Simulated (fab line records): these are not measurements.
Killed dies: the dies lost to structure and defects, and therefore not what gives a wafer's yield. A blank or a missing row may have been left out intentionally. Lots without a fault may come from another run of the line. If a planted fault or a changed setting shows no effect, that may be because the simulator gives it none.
One fault through the eyes of 2 desks || flow nand_harc || every desk sees just its own numbers, and what lay behind them comes last

== THE METROLOGY DESK ==
Lot by lot, what the gauges showed, no matter which tool ran the lot: averages of those sampled wafers that carry a number. Any lot whose mean is over 4 standard deviations away from the usual mean is out of limits and marked OUT; that distance is given in the brackets.
Columns: A = cd_nm at NHARC_A_CONTACT_CD_MEAS_08, usual 99.9 nm
{"lot": "L299", "first seen here": "day 17 09:09", "A": 100.1}
{"lot": "L296", "first seen here": "day 17 11:01", "A": 100.0}
{"lot": "L297", "first seen here": "day 17 17:44", "A": 100.0}
{"lot": "L302", "first seen here": "day 18 15:08", "A": 100.5}
{"lot": "L303", "first seen here": "day 19 08:43", "A": 99.8}
{"lot": "L305", "first seen here": "day 19 10:02", "A": 99.6}
{"lot": "L307", "first seen here": "day 20 15:44", "A": 99.9}
{"lot": "L308", "first seen here": "day 20 21:53", "A": 100.2}
{"lot": "L306", "first seen here": "day 21 08:22", "A": 100.0}
{"lot": "L311", "first seen here": "day 21 11:58", "A": 100.2}
{"lot": "L314", "first seen here": "day 21 17:10", "A": 99.5}
{"lot": "L316", "first seen here": "day 22 00:57", "A": 99.6}
{"lot": "L315", "first seen here": "day 22 09:16", "A": 99.5}
Result from this desk: across the 13 lots, nothing is out of limits.

== FOR THE TOOL OWNER'S DESK: rie_diel-11 ==
The tool's own readings at NHARC_A_CONTACT_ETCH_88 (etches the open film in CF4, target depth 39 nm, time 65 s): means of the sampled wafers that have a number, for each lot that ran on this tool. Any lot whose mean is over 4 standard deviations away from the usual mean is out of limits and marked OUT; that distance is given in the brackets.
Columns: A = drypump_motor_current_A at NHARC_A_CONTACT_ETCH_88, usual 5.7 A; B = oes_product_au at NHARC_A_CONTACT_ETCH_88, usual 1.001 a.u.; C = rf_vpp_V at NHARC_A_CONTACT_ETCH_88, usual 151.4 V; D = showerhead_plenum_p_Torr at NHARC_A_CONTACT_ETCH_88, usual 1.78 Torr; E = throttle_valve_pct at NHARC_A_CONTACT_ETCH_88, usual 13.283 %
{"lot": "L296", "first seen here": "day 17 11:17", "A": 5.4, "B": 1.003, "C": 151.1, "D": 1.77, "E": 13.280}
{"lot": "L307", "first seen here": "day 20 16:29", "A": 5.8, "B": 1.013, "C": 152.9, "D": 1.82, "E": 13.288}
{"lot": "L308", "first seen here": "day 20 22:09", "A": 5.5, "B": "0.860 (-17) OUT", "C": 151.0, "D": 1.76, "E": 13.284}
{"lot": "L311", "first seen here": "day 21 12:14", "A": 5.6, "B": "0.860 (-17) OUT", "C": 151.1, "D": 1.78, "E": 13.280}
{"lot": "L314", "first seen here": "day 21 17:26", "A": 5.6, "B": "0.930 (-8.5) OUT", "C": 152.0, "D": 1.80, "E": 13.289}
This desk's finding: out of limits on L308, L311, L314; first on L308, day 20 22:09 (oes_product_au at NHARC_A_CONTACT_ETCH_88). L296, L307: within limits.

== TAKEN TOGETHER ==
An alarm could have come from the tool owner's desk at day 20 22:09, on L308, L311, L314.
From the metrology desk's view, nothing was out of limits.
The metrology desk has L308, L311, L314 on record, within its limits.
All the named lots went through NHARC_A_CONTACT_ETCH_88 on rie_diel-11.

== WHAT WAS PUT IN BY THE SIMULATOR ==
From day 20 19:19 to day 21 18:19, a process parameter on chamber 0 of rie_diel-11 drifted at NHARC_A_CONTACT_ETCH_88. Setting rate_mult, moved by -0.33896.
Lots struck among those shown: L308, L311, L314.
Hours from the fault's start to each desk's first reading out of limits: the tool owner's desk, 3.
